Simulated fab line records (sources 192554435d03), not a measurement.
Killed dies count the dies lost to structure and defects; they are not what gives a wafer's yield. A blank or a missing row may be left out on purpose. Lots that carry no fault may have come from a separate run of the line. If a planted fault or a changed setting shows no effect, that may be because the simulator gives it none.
Chamber matching    flow n5Finfet    uvCure-02 running N5_BEOL_M10_CURE_71: 3 sister chambers
The step cures SiCOH lowk, time 240 s. 3 wafers are shown with their chamber, then 11 later ones without.

== WAFERS WITH THEIR CHAMBER ==
wafer   chamber  wafer_temp_C_max
L082.6  2        387.0
L086.6  0        387.4
L084.1  1        387.4

== WAFERS WITH NO CHAMBER GIVEN ==
wafer   wafer_temp_C_max
L084.4  388.3
L084.5  387.5
L088.2  386.6
L088.3  386.7
L088.4  387.0
L092.1  387.3
L092.3  386.3
L092.5  386.8
L096.2  387.4
L096.3  387.1
L096.6  387.3

== EACH ONE'S CHAMBER ==
wafer   from the rows above           in truth
L084.4  can't be placed: 0 or 1 or 2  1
L084.5  can't be placed: 0 or 1 or 2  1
L088.2  can't be placed: 2 or 0 or 1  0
L088.3  can't be placed: 2 or 0 or 1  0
L088.4  can't be placed: 2 or 0 or 1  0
L092.1  can't be placed: 0 or 1 or 2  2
L092.3  can't be placed: 2 or 0 or 1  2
L092.5  can't be placed: 2 or 0 or 1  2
L096.2  can't be placed: 0 or 1 or 2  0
L096.3  can't be placed: 2 or 0 or 1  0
L096.6  can't be placed: 0 or 1 or 2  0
0 of 11 placed correctly. From these rows, 11 cannot be placed; in 11 the true chamber is one of the candidates. 0 placed wrongly.
How it was worked out, from the rows above alone: a wafer's distance from a chamber is the root of the sum, over the readings, of the square of ((its reading less the chamber's mean) divided by the reading's scatter). If the next closest chamber is less than 2 further off than the closest, the wafer can't be placed; otherwise it belongs to the closest. The mean given for a chamber averages the wafers shown for that chamber. The scatter: with one shown wafer a chamber, the root of the mean of the squares of how far each hidden wafer lies from its nearest shown one.
